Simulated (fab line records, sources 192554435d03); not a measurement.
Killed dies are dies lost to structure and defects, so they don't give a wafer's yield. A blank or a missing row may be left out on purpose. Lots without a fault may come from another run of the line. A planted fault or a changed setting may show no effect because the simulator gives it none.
Split-lot experiment | flow n5_finfet | 7 lots, 39 wafers read, on a route of 1938 steps

THE SPLIT
At N5_FIN_CUT_CUT_ETCH_15 (etches Si in HBr/Cl2/O2, target depth 100 nm, bt time 10 s, time 42.4 s), the setting time_s was moved away from the recipe's 42.4 s on 15 of the 39 wafers read, by -16.5% to +18.5%. The other wafers ran this setting at the recipe's value.

The reading is taken at the split's own step.

THE READING
SOC_of_FIN_CUT_COAT_18.thk_nm (the simulator's own value, which no gauge read), in nm, at N5_FIN_CUT_CUT_ETCH_15 (etches Si in HBr/Cl2/O2, target depth 100 nm, bt time 10 s, time 42.4 s). The file gives no usual value for it. The 24 wafers here that ran the recipe average 170.2 nm, standard deviation 0.68 nm.

wafer  | tool, chamber at the split | time_s as run, s | against the recipe | SOC_of_FIN_CUT_COAT_18.thk_nm, nm | against lot-mates on the recipe
L077.1 | rie_si-02, 2               | 42.4             | recipe             | 170.2                             | -
L077.2 | rie_si-02, 1               | 42.4             | recipe             | 169.4                             | -
L077.3 | rie_si-02, 3               | 49.41            | +16.5%             | 163.2                             | -6.3
L077.4 | rie_si-02, 0               | 42.4             | recipe             | 168.8                             | -
L077.5 | rie_si-02, 3               | 49.41            | +16.5%             | 163                               | -6.5
L077.6 | rie_si-02, 2               | 49.41            | +16.5%             | 165                               | -4.5
L081.1 | rie_si-04, 2               | 42.4             | recipe             | 170.4                             | -
L081.2 | rie_si-04, 1               | 47.63            | +12.3%             | 165.6                             | -4.3
L081.3 | rie_si-04, 0               | 47.63            | +12.3%             | 165.8                             | -4.1
L081.4 | rie_si-04, 3               | 42.4             | recipe             | 169.4                             | -
L081.5 | rie_si-04, 0               | 47.63            | +12.3%             | 166                               | -3.9
L081.6 | rie_si-04, 1               | 42.4             | recipe             | 169.8                             | -
L082.1 | rie_si-04, 3               | 50.23            | +18.5%             | 162                               | -8.0
L082.2 | rie_si-04, 1               | 50.23            | +18.5%             | 162.8                             | -7.2
L082.3 | rie_si-04, 2               | 42.4             | recipe             | 169.2                             | -
L082.4 | rie_si-04, 0               | 50.23            | +18.5%             | 163.8                             | -6.2
L082.5 | rie_si-04, 3               | 42.4             | recipe             | 170.4                             | -
L082.6 | rie_si-04, 0               | 42.4             | recipe             | 170.4                             | -
L085.1 | rie_si-02, 2               | 42.4             | recipe             | 170                               | -
L085.2 | rie_si-02, 1               | 35.58            | -16.1%             | 175.8                             | +6.1
L085.3 | rie_si-02, 3               | 35.58            | -16.1%             | 175.6                             | +5.9
L085.4 | rie_si-02, 0               | 42.4             | recipe             | 169.4                             | -
L085.5 | rie_si-02, 2               | 35.58            | -16.1%             | 175.8                             | +6.1
L085.6 | rie_si-02, 1               | 42.4             | recipe             | 169.8                             | -
L086.2 | rie_si-02, 0               | 42.4             | recipe             | 170.2                             | -
L086.5 | rie_si-02, 2               | 42.4             | recipe             | 170.6                             | -
L086.6 | rie_si-02, 3               | 42.4             | recipe             | 170.8                             | -
L089.1 | rie_si-02, 1               | 42.4             | recipe             | 170.4                             | -
L089.2 | rie_si-02, 0               | 35.39            | -16.5%             | 177                               | +6.8
L089.3 | rie_si-02, 2               | 35.39            | -16.5%             | 176.4                             | +6.2
L089.4 | rie_si-02, 3               | 35.39            | -16.5%             | 176.4                             | +6.2
L089.5 | rie_si-02, 3               | 42.4             | recipe             | 169.8                             | -
L089.6 | rie_si-02, 2               | 42.4             | recipe             | 170.4                             | -
L092.1 | rie_si-01, 1               | 42.4             | recipe             | 171.2                             | -
L092.2 | rie_si-01, 3               | 42.4             | recipe             | 171.4                             | -
L092.3 | rie_si-01, 2               | 42.4             | recipe             | 171.4                             | -
L092.4 | rie_si-01, 0               | 42.4             | recipe             | 169.8                             | -
L092.5 | rie_si-01, 0               | 42.4             | recipe             | 170.8                             | -
L092.6 | rie_si-01, 1               | 42.4             | recipe             | 171                               | -

THE FIT
A straight line over all 39 wafers: SOC_of_FIN_CUT_COAT_18.thk_nm changes by -0.378 nm for each +1% of time_s; r = -0.98; the points scatter about the line by 0.68 nm.
The same after taking each lot's own level away (the mean of its wafers on the recipe; 39 wafers): -0.37 nm for each +1%; r = -0.99; scatter 0.54 nm.
On that fit, the largest move of time_s shifts the reading by 6.8 nm.
The lots' own levels span 169.47 to 170.93 nm, that is 2.2 times the standard deviation above.
So the lot-to-lot level changes the slope little: the two slopes agree.
Check: with one of the wafers moved furthest among these (+18.5%) left out of the fit, the line predicts -6.61 nm for it against its lot-mates. It came out at -8 nm against them.

OTHER SPLITS ON THESE WAFERS
These wafers also went through other splits before the reading. Each is held against what the fit with the lots' levels taken away leaves over:
other split on the same wafers | wafers away from the commonest value | r with SOC_of_FIN_CUT_COAT_18.thk_nm (lot level and that fit taken away)
N5_FIN_SAQP_EXPOSE_13 dose_mj  | 12                                   | +0.10

THE WHOLE CHAIN: every reading that the file lists as answering this split, in the file's order
step                   | what it does                                                            | reading                                                                        | change (the file's fit)               | r (the file's)
N5_FIN_CUT_CUT_ETCH_15 | etches Si in HBr/Cl2/O2, target depth 100 nm, bt time 10 s, time 42.4 s | etch.depth_nm (the simulator's own value, which no gauge read)                 | +0.984 nm for each +1% of the setting | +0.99
N5_FIN_CUT_CUT_ETCH_15 | etches Si in HBr/Cl2/O2, target depth 100 nm, bt time 10 s, time 42.4 s | FIN_CUT.feature_depth_nm (the simulator's own value, which no gauge read)      | +0.983 nm for each +1% of the setting | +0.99
N5_FIN_CUT_CUT_ETCH_15 | etches Si in HBr/Cl2/O2, target depth 100 nm, bt time 10 s, time 42.4 s | SOC_of_FIN_CUT_COAT_18.thk_nm (the simulator's own value, which no gauge read) | -0.369 nm for each +1% of the setting | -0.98

THE FILE'S OWN FIT
SOC_of_FIN_CUT_COAT_18.thk_nm changes by -0.369 nm for each +1% of time_s, r = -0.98.
